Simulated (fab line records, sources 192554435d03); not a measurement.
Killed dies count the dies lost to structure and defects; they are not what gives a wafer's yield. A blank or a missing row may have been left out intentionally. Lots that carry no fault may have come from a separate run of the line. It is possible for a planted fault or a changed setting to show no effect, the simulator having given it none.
fab line records | flow n5Finfet
record lots=8 | wafers=24 | lastDay=17
route steps=1938 shown BEOL_M2@859 BEOL_M4@1111
lots that met no fault: from a run of the same line without faults
startH: hours from the record's first day to the start of the lot's first wafer shown | waitH: hours from the lot's prior step to this one | " identical to the entry in the row above | L1.1+2: a row that stands for several wafers | - no value present, or no start provided | * or withheld: withheld | < > ~ a bound
route shown NAME@n: NAME is a module with steps in the file, n the number in the route of the first one | usual: the fault-free wafers' mean and standard deviation | same: alike in all rows | chamber/n: place in a boat | sites: readings site by site | _std_site: standard deviation of those values | _edge_site: outer sites' mean less inner sites' | radiusMm: for every site, how far away it sits from the centre of the wafer | mask NAME#n: copy n | behind: the most recent tool/chamber to have shaped the wafer | hold: the reason the lot was held/the length of the hold in hours/how it ended | device: the transistor (n, p or np) that didn't switch | end of line: tests run on the same wafers once the route is complete | for a step that has no rows: nothing shown but its recipe | killed: the dies lost at the first sort to structure and to defects; this is not the yield of the wafer | map: per-die view of a wafer (x killed, . not killed, _ where there is no die)
set.NAME: the run value of the setting; set.NAME@STEP: its run value at that earlier step | model.NAME: the simulator's own value behind a step, which no gauge read
a sample of lots followed through the steps of the route, with each step as a table and each wafer as a row
services: from which hour (startH, from the record's first day; less than 0 if before it) a tool's chamber was out of use, for how many hours, and why
## steps
# step N5_BEOL_M2_ETCH_63
# recipe chemistry=CF4 | target=SiARC | targetDepthA=156 | maskMaterial=CAR-EUV | timeS=26 | ionEnergyEv=80 | pressureMtorr=40 | sourceW=545 | biasW=36 | Ar_flow_sccm=100 | cf4FlowSccm=100 | ends=cleared
# usual biasW=36.01/0.1 | chamberPressureMTorr=40.00/0.039 | drypumpMotorCurrentA=5.6/0.43 | etchRfOnTimeS=25.8/0.45 | oesProductAu=0.71/0.073 | rfVppV=184.2/1.2 | showerheadPlenumPTorr=2.16/0.062 | throttleValvePct=15.68/0.26
lot.wafer | tool       | chamber | startH | waitH | biasW | chamberPressureMTorr | drypumpMotorCurrentA | etchRfOnTimeS | oesProductAu | rfHoursCounterH | rfVppV | showerheadPlenumPTorr | throttleValvePct
L928.1    | rieDiel-01 | 2       | 132.52 | 0.0   | 36.20 | 40.03                | 5.6                  | 26.0          | 0.83         | 7               | 185.8  | 2.27                  | 15.10
L928.5    | "          | 2       | "      | "     | 36.07 | 40.02                | 5.6                  | 25.9          | 0.83         | -               | 185.7  | 2.27                  | 15.11
L928.6    | "          | 3       | "      | "     | 35.84 | 39.97                | 6.2                  | 25.6          | 0.71         | -               | 184.8  | 2.24                  | 15.88
L930.4    | rieDiel-04 | 2       | 150.49 | 0.0   | 36.00 | 39.96                | 5.6                  | 25.9          | 0.80         | 9               | 183.8  | 2.18                  | 15.70
L930.5    | "          | 2       | "      | "     | 36.07 | 40.01                | 5.7                  | 25.9          | 0.80         | -               | 182.8  | 2.18                  | 15.69
L930.6    | "          | 1       | "      | "     | 36.07 | 39.99                | 4.7                  | 26.7          | 0.58         | -               | 183.6  | 2.12                  | 15.91
L934.1    | rieDiel-01 | 1       | 172.14 | 0.0   | 35.82 | 39.98                | 6.1                  | 25.6          | 0.67         | 114             | 181.5  | 2.07                  | 15.88
L934.3    | "          | 0       | "      | "     | 36.03 | 40.05                | 5.9                  | 25.2          | 0.84         | 8               | 183.9  | 2.19                  | 15.40
L934.4    | "          | 3       | "      | "     | 36.09 | 39.93                | 6.2                  | 25.3          | 0.70         | 95              | 184.6  | 2.24                  | 15.91
L939.1    | rieDiel-04 | 1       | 201.17 | 0.0   | 35.90 | 39.99                | 4.8                  | 26.3          | 0.58         | 239             | 183.7  | 2.12                  | 15.94
L939.2    | "          | 3       | "      | "     | 36.15 | 39.98                | 5.4                  | 25.1          | 0.70         | 97              | 183.4  | 2.16                  | 15.69
L939.4    | "          | 2       | "      | "     | 36.16 | 40.00                | 5.6                  | 25.6          | 0.77         | 26              | 186.0  | 2.18                  | 15.73
L940.1    | rieDiel-04 | 3       | 208.19 | 0.0   | 36.05 | 40.03                | 5.4                  | 25.7          | 0.69         | 98              | 183.6  | 2.16                  | 15.68
L940.3    | "          | 2       | "      | "     | 36.08 | 40.00                | 5.7                  | 26.0          | 0.77         | 29              | 186.2  | 2.18                  | 15.72
L940.4    | "          | 1       | "      | "     | 36.05 | 40.00                | 4.8                  | 26.6          | 0.58         | 241             | 184.2  | 2.12                  | 15.94
L942.1    | rieDiel-01 | 0       | 213.79 | 0.0   | 35.95 | 40.00                | 5.9                  | 25.3          | 0.81         | 22              | 185.3  | 2.19                  | 15.41
L942.2    | "          | 3       | "      | "     | 36.03 | 39.96                | 6.2                  | 25.4          | 0.70         | 110             | 184.7  | 2.23                  | 15.95
L942.3    | "          | 1       | "      | "     | 36.17 | 39.96                | 6.1                  | 25.9          | 0.65         | 129             | 183.2  | 2.07                  | 15.89
L948.1    | rieDiel-01 | 3       | 248.41 | 0.0   | 35.97 | 40.10                | 6.2                  | 25.3          | 0.69         | 123             | 183.9  | 2.23                  | 15.95
L948.2    | "          | 1       | "      | "     | 36.09 | 39.98                | 6.0                  | 25.7          | 0.65         | 142             | 183.8  | 2.06                  | 15.93
L948.3    | "          | 2       | "      | "     | 36.12 | 40.04                | 5.6                  | 25.6          | 0.76         | 52              | 185.8  | 2.26                  | 15.20
L950.1    | rieDiel-04 | 1       | 268.95 | 0.0   | 35.96 | 40.02                | 4.7                  | 25.3          | 0.81         | 5               | 182.9  | 2.11                  | 15.47
L950.3    | "          | 2       | "      | "     | 35.95 | 40.00                | 5.6                  | 25.8          | 0.73         | 54              | 184.2  | 2.17                  | 15.78
L950.5    | "          | 0       | "      | "     | 35.83 | 39.98                | 5.4                  | 25.1          | 0.74         | -               | 183.9  | 2.17                  | 15.75
# step N5_BEOL_M2_STRIP_19
# recipe chemistry=O2 | powerW=400 | tempC=40 | pressureMtorr=30 | rfFrequencyHz=6e+07 | biasPowerW=0 | overashFraction=0.2 | o2FlowSccm=225
# usual chamberPressureMTorr=30.002/0.026 | drypumpMotorCurrentA=5.4/0.36 | oesProductAu=0.83/0.088 | rfVppV=3.7/0.51 | showerheadPlenumPTorr=2.11/0.059 | throttleValvePct=16.78/0.23
# same biasPowerW=0
lot.wafer | tool       | chamber | startH | waitH | chamberPressureMTorr | drypumpMotorCurrentA | oesProductAu | rfHoursCounterH | rfVppV | showerheadPlenumPTorr | throttleValvePct
L928.1    | rieDiel-04 | 2       | 132.92 | 0.2   | 30.008               | 5.6                  | 0.98         | 2               | 3.2    | 2.15                  | 16.82
L928.5    | "          | 2       | "      | "     | 29.991               | 5.7                  | 0.99         | -               | 3.3    | 2.15                  | 16.82
L928.6    | "          | 1       | "      | "     | 29.949               | 4.7                  | 0.70         | -               | 4.2    | 2.07                  | 16.89
L930.4    | rieDiel-01 | 2       | 150.89 | 0.1   | 29.992               | 5.6                  | 0.93         | 16              | 3.2    | 2.24                  | 16.24
L930.5    | "          | 0       | "      | "     | 29.954               | 5.9                  | 1.04         | -               | 3.7    | 2.15                  | 16.42
L930.6    | "          | 3       | "      | "     | 30.011               | 6.2                  | 0.83         | -               | 3.6    | 2.22                  | 17.04
L934.1    | rieDiel-01 | 0       | 172.58 | 0.2   | 29.978               | 5.9                  | 0.98         | 8               | 3.5    | 2.15                  | 16.44
L934.3    | "          | 3       | "      | "     | 29.998               | 6.2                  | 0.82         | 95              | 3.8    | 2.21                  | 17.07
L934.4    | "          | 1       | "      | "     | 30.006               | 6.1                  | 0.77         | 114             | 3.3    | 2.02                  | 16.91
L939.1    | rieDiel-04 | 3       | 201.48 | 0.1   | 29.952               | 5.4                  | 0.80         | 97              | 3.6    | 2.13                  | 16.81
L939.2    | "          | 0       | "      | "     | 30.014               | 5.5                  | 0.89         | 42              | 3.9    | 2.13                  | 16.74
L939.4    | "          | 1       | "      | "     | 29.997               | 4.7                  | 0.68         | 239             | 4.4    | 2.06                  | 16.93
L940.1    | rieDiel-02 | 1       | 208.51 | 0.1   | 29.987               | 5.4                  | 0.89         | 25              | 4.6    | 2.05                  | 16.42
L940.3    | "          | 2       | "      | "     | 29.968               | 5.0                  | 0.70         | 188             | 3.6    | 2.00                  | 17.02
L940.4    | "          | 0       | "      | "     | 30.034               | 5.6                  | 0.74         | 184             | 3.8    | 2.09                  | 17.04
L942.1    | rieDiel-02 | 2       | 214.12 | 0.1   | 30.004               | 5.0                  | 0.71         | 192             | 3.3    | 2.00                  | 17.03
L942.2    | "          | 3       | "      | "     | 30.008               | 4.9                  | 0.72         | 173             | 3.4    | 2.10                  | 16.75
L942.3    | "          | 1       | "      | "     | 29.984               | 5.3                  | 0.88         | 28              | 3.8    | 2.04                  | 16.41
L948.1    | rieDiel-04 | 0       | 248.85 | 0.2   | 30.061               | 5.5                  | 0.87         | 61              | 3.9    | 2.12                  | 16.78
L948.2    | "          | 3       | "      | "     | 29.981               | 5.4                  | 0.78         | 114             | 3.6    | 2.12                  | 16.85
L948.3    | "          | 2       | "      | "     | 30.009               | 5.6                  | 0.88         | 46              | 4.4    | 2.14                  | 16.90
L950.1    | rieDiel-04 | 2       | 269.27 | 0.1   | 30.004               | 5.6                  | 0.87         | 54              | 4.1    | 2.13                  | 16.90
L950.3    | "          | 1       | "      | "     | 30.013               | 4.8                  | 0.96         | 6               | 3.1    | 2.05                  | 16.48
L950.5    | "          | 2       | "      | "     | 30.019               | 5.6                  | 0.86         | -               | 4.6    | 2.14                  | 16.91
# step N5_BEOL_M2_CD_MEAS_18
# recipe pitchNm=36 | targetCdNm=18
# usual cdNm=18.0/0.31
lot.wafer | tool     | chamber | startH | waitH | cdNm
L928.1    | cdSem-02 | -       | 132.99 | 0.0   | 18.3
L928.5    | "        | -       | "      | "     | 18.2
L928.6    | "        | -       | "      | "     | 18.3
L930.4    | cdSem-03 | -       | 150.96 | 0.1   | 17.9
L930.5    | "        | -       | "      | "     | 17.2
L930.6    | "        | -       | "      | "     | 17.7
L934.1    | cdSem-03 | -       | 172.65 | 0.0   | 18.2
L934.3    | "        | -       | "      | "     | 18.1
L934.4    | "        | -       | "      | "     | 18.0
L939.1    | cdSem-01 | -       | 201.55 | 0.0   | 17.6
L939.2    | "        | -       | "      | "     | 17.9
L939.4    | "        | -       | "      | "     | 17.8
L940.1    | cdSem-03 | -       | 208.58 | 0.0   | 18.0
L940.3    | "        | -       | "      | "     | 18.1
L940.4    | "        | -       | "      | "     | 17.9
L942.1    | cdSem-01 | -       | 214.19 | 0.0   | 18.0
L942.2    | "        | -       | "      | "     | 18.6
L942.3    | "        | -       | "      | "     | 18.3
L948.1    | cdSem-02 | -       | 248.92 | 0.0   | 18.0
L948.2    | "        | -       | "      | "     | 18.2
L948.3    | "        | -       | "      | "     | 18.3
L950.1    | cdSem-03 | -       | 269.34 | 0.0   | 17.7
L950.3    | "        | -       | "      | "     | 17.8
L950.5    | "        | -       | "      | "     | 18.2
# step N5_BEOL_M2_ETCH_70
# recipe chemistry=N2/H2 | target=SOC | targetDepthA=800 | overetchA=240 | maskMaterial=SiARC | tempC=40 | timeS=130 | ionEnergyEv=200 | pressureMtorr=30 | sourceW=840 | biasW=150 | n2FlowSccm=200 | h2FlowSccm=200
# usual biasW=149.9/0.45 | chamberPressureMTorr=30.00/0.03 | drypumpMotorCurrentA=5.6/0.42 | oesProductAu=0.61/0.059 | rfVppV=524.5/2.5 | showerheadPlenumPTorr=2.56/0.087 | throttleValvePct=17.8/0.31
lot.wafer | tool       | chamber | startH | waitH | biasW | chamberPressureMTorr | drypumpMotorCurrentA | oesProductAu | rfHoursCounterH | rfVppV | showerheadPlenumPTorr | throttleValvePct
L928.1    | rieDiel-01 | 1       | 136.78 | 0.0   | 150.6 | 30.03                | 6.1                  | 0.58         | 99              | 522.7  | 2.46                  | 18.0
L928.5    | "          | 3       | "      | "     | 150.3 | 29.95                | 6.2                  | 0.61         | -               | 526.8  | 2.68                  | 18.2
L928.6    | "          | 2       | "      | "     | 149.3 | 30.03                | 5.6                  | 0.71         | -               | 530.2  | 2.71                  | 17.3
L930.4    | rieDiel-01 | 0       | 152.60 | 0.0   | 150.0 | 30.00                | 5.9                  | 0.75         | 1               | 525.4  | 2.61                  | 17.5
L930.5    | "          | 0       | "      | "     | 150.3 | 29.99                | 5.9                  | 0.74         | -               | 526.9  | 2.61                  | 17.6
L930.6    | "          | 3       | "      | "     | 149.4 | 30.01                | 6.2                  | 0.61         | -               | 526.9  | 2.68                  | 18.2
L934.1    | rieDiel-02 | 1       | 178.08 | 0.0   | 149.3 | 30.02                | 5.3                  | 0.68         | 14              | 520.3  | 2.49                  | 17.4
L934.3    | "          | 3       | "      | "     | 150.0 | 29.97                | 4.9                  | 0.55         | 160             | 523.6  | 2.54                  | 17.9
L934.4    | "          | 0       | "      | "     | 149.5 | 30.05                | 5.6                  | 0.55         | 176             | 523.8  | 2.52                  | 18.0
L939.1    | rieDiel-01 | 3       | 203.86 | 0.0   | 150.0 | 30.03                | 6.2                  | 0.59         | 106             | 527.3  | 2.67                  | 18.3
L939.2    | "          | 1       | "      | "     | 143.5 | 30.03                | 6.1                  | 0.56         | 125             | 509.4  | 2.44                  | 18.0
L939.4    | "          | 0       | "      | "     | 150.3 | 29.98                | 5.9                  | 0.69         | 19              | 526.8  | 2.60                  | 17.6
L940.1    | rieDiel-01 | 0       | 214.74 | 0.0   | 150.0 | 30.01                | 5.9                  | 0.70         | 23              | 526.2  | 2.60                  | 17.6
L940.3    | "          | 3       | "      | "     | 149.1 | 29.98                | 6.2                  | 0.59         | 110             | 525.7  | 2.67                  | 18.3
L940.4    | "          | 1       | "      | "     | 144.3 | 30.01                | 6.1                  | 0.56         | 129             | 511.2  | 2.44                  | 18.0
L942.1    | rieDiel-04 | 0       | 215.38 | 0.0   | 150.4 | 30.04                | 5.5                  | 0.65         | 46              | 525.3  | 2.59                  | 17.9
L942.2    | "          | 1       | "      | "     | 149.8 | 30.01                | 4.7                  | 0.50         | 244             | 522.1  | 2.49                  | 17.9
L942.3    | "          | 2       | "      | "     | 150.0 | 30.02                | 5.7                  | 0.65         | 32              | 524.2  | 2.60                  | 18.2
L948.1    | rieDiel-04 | 0       | 254.55 | 0.0   | 150.5 | 30.04                | 5.5                  | 0.63         | 64              | 525.4  | 2.58                  | 17.9
L948.2    | "          | 2       | "      | "     | 149.5 | 29.95                | 5.6                  | 0.63         | 49              | 525.5  | 2.59                  | 18.2
L948.3    | "          | 3       | "      | "     | 150.2 | 30.07                | 5.4                  | 0.58         | 117             | 522.9  | 2.56                  | 18.0
L950.1    | rieDiel-04 | 2       | 274.64 | 0.0   | 149.8 | 29.98                | 5.6                  | 0.62         | 55              | 524.6  | 2.59                  | 18.2
L950.3    | "          | 1       | "      | "     | 150.4 | 30.03                | 4.7                  | 0.69         | 7               | 523.1  | 2.48                  | 17.5
L950.5    | "          | 1       | "      | "     | 150.5 | 30.02                | 4.7                  | 0.69         | -               | 521.8  | 2.48                  | 17.5
# step N5_BEOL_M4_RC_MEAS_101
# usual DIBL_N=36.4/1.5 | DIBL_P=36.4/1.6 | IOFF_N=0.164/0.025 | IOFF_P=0.214/0.028 | ION_N=675/9.9 | ION_P=463/6.5 | SS_N=71.5/0.5 | SS_P=73.3/0.56 | VT_N=249.2/2.7 | VT_P=-250.1/2.8
lot.wafer | tool      | chamber | startH | waitH | DIBL_N[mV/V] | DIBL_P[mV/V] | IOFF_N[nA/um] | IOFF_P[nA/um] | ION_N[uA/um] | ION_P[uA/um] | SS_N[mV/dec] | SS_P[mV/dec] | VT_N[mV] | VT_P[mV]
L928.1    | prober-02 | 0       | 164.19 | 0.0   | 36.5         | 35.4         | 0.134         | 0.171         | 664          | 453          | 71.2         | 73.7         | 250.4    | -256.0
L928.5    | "         | 0       | "      | "     | 37.0         | 36.7         | 0.155         | 0.186         | 688          | 458          | 70.7         | 73.7         | 248.1    | -253.7
L928.6    | "         | 0       | "      | "     | 37.2         | 36.3         | 0.149         | 0.185         | 660          | 451          | 70.8         | 73.2         | 251.0    | -256.5
L930.4    | prober-02 | 0       | 180.43 | 0.5   | 35.8         | 37.5         | 0.165         | 0.224         | 677          | 471          | 71.8         | 73.8         | 249.6    | -249.5
L930.5    | "         | 0       | "      | "     | 36.0         | 37.2         | 0.168         | 0.219         | 682          | 467          | 71.8         | 73.6         | 247.4    | -249.8
L930.6    | "         | 0       | "      | "     | 35.8         | 36.9         | 0.166         | 0.208         | 687          | 467          | 70.9         | 73.2         | 248.3    | -250.5
L934.1    | prober-01 | 0       | 204.93 | 0.0   | 37.0         | 38.9         | 0.179         | 0.242         | 677          | 462          | 72.6         | 72.9         | 247.9    | -251.3
L934.3    | "         | 0       | "      | "     | 37.1         | 39.1         | 0.171         | 0.249         | 676          | 464          | 72.4         | 73.9         | 250.5    | -248.7
L934.4    | "         | 0       | "      | "     | 35.8         | 37.2         | 0.159         | 0.212         | 677          | 466          | 71.5         | 73.1         | 251.4    | -248.6
L939.1    | prober-01 | 0       | 234.55 | 0.0   | 35.4         | 35.3         | 0.159         | 0.232         | 683          | 478          | 72.0         | 73.2         | 249.1    | -247.9
L939.2    | "         | 0       | "      | "     | 36.5         | 37.1         | 0.188         | 0.260         | 695          | 477          | 72.6         | 73.9         | 244.5    | -246.2
L939.4    | "         | 0       | "      | "     | 34.9         | 34.9         | 0.156         | 0.230         | 667          | 460          | 72.1         | 73.2         | 248.4    | -246.7
L940.1    | prober-01 | 0       | 241.19 | 0.0   | 35.4         | 35.4         | 0.137         | 0.176         | 668          | 456          | 70.9         | 72.5         | 254.7    | -254.9
L940.3    | "         | 0       | "      | "     | 33.9         | 34.3         | 0.121         | 0.169         | 661          | 455          | 70.4         | 73.0         | 255.1    | -252.1
L940.4    | "         | 0       | "      | "     | 36.6         | 37.4         | 0.166         | 0.209         | 668          | 452          | 71.3         | 73.3         | 247.1    | -252.9
L942.1    | prober-01 | 0       | 243.32 | 0.0   | 37.4         | 38.4         | 0.186         | 0.244         | 676          | 466          | 71.7         | 73.3         | 248.0    | -251.3
L942.2    | "         | 0       | "      | "     | 37.2         | 38.6         | 0.181         | 0.239         | 677          | 464          | 71.7         | 73.4         | 249.7    | -250.6
L942.3    | "         | 0       | "      | "     | 37.9         | 38.8         | 0.203         | 0.244         | 679          | 458          | 72.0         | 73.5         | 248.6    | -246.8
L948.1    | prober-01 | 0       | 288.38 | 0.0   | 37.0         | 37.4         | 0.161         | 0.218         | 674          | 463          | 71.5         | 73.1         | 247.9    | -252.6
L948.2    | "         | 0       | "      | "     | 36.1         | 36.9         | 0.150         | 0.207         | 677          | 464          | 72.0         | 72.8         | 247.4    | -249.7
L948.3    | "         | 0       | "      | "     | 36.7         | 37.4         | 0.152         | 0.208         | 669          | 464          | 71.9         | 73.1         | 248.8    | -250.3
L950.1    | prober-02 | 0       | 304.01 | 0.7   | 35.5         | 35.8         | 0.140         | 0.200         | 660          | 457          | 71.3         | 72.4         | 250.5    | -249.5
L950.3    | "         | 0       | "      | "     | 36.0         | 36.8         | 0.158         | 0.221         | 670          | 465          | 72.0         | 73.2         | 249.4    | -250.0
L950.5    | "         | 0       | "      | "     | 36.3         | 36.5         | 0.155         | 0.216         | 665          | 464          | 71.7         | 72.3         | 251.5    | -250.7
## services
tool       | chamber | startH | hours | kind
rieDiel-04 | 2       | 110.93 | -     | clean
rieDiel-04 | 2       | 110.93 | -     | consumableReplace:focusRing
rieDiel-04 | 2       | 110.93 | 15.2  | scheduledDown
rieDiel-04 | 2       | 110.93 | 15.2  | ventCycle
rieDiel-02 | 1       | 119.95 | -     | clean
rieDiel-02 | 1       | 119.95 | -     | consumableReplace:focusRing
rieDiel-02 | 1       | 119.95 | 15.3  | scheduledDown
rieDiel-02 | 1       | 119.95 | 15.3  | ventCycle
rieDiel-04 | 1       | 120.61 | 9.8   | repair
rieDiel-01 | 0       | 125.47 | -     | clean
rieDiel-01 | 0       | 125.47 | -     | consumableReplace:focusRing
rieDiel-01 | 0       | 125.47 | 24.0  | scheduledDown
rieDiel-01 | 0       | 125.47 | 24.0  | ventCycle
rieDiel-02 | 0       | 180.49 | 4.4   | repair
rieDiel-02 | -       | 220.78 | 2.3   | repair
rieDiel-04 | 1       | 229.53 | -     | clean
rieDiel-04 | 1       | 229.53 | -     | consumableReplace:focusRing
rieDiel-04 | 1       | 229.53 | 26.2  | scheduledDown
rieDiel-04 | 1       | 229.53 | 26.2  | ventCycle
rieDiel-01 | 3       | 270.15 | 5.9   | repair
## key
firstSign step=N5_BEOL_M2_ETCH_70 | reading=biasW | direction=down | sigmas=13 | usual=* | struck=*
effect step=N5_BEOL_M2_ETCH_70 | reading=rfVppV | direction=down | sigmas=5.7 | usual=524.5 | struck=510.3
metAt N5_BEOL_M2_ETCH_70
struckLots L939,L940
struckWafers L939.2,L940.4
notActingAt N5_BEOL_M2_ETCH_63,N5_BEOL_M2_STRIP_19,N5_BEOL_M2_CD_MEAS_18
onsetBetween 136.78 203.86
fault kind=processParameterDrift | tool=rieDiel-01 | chamber=1 | onsetH=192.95 | steps=N5_BEOL_M2_ETCH_70 | channel=biasW | offset=* | shape=step | endH=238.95 | actsIn=* | stated=*
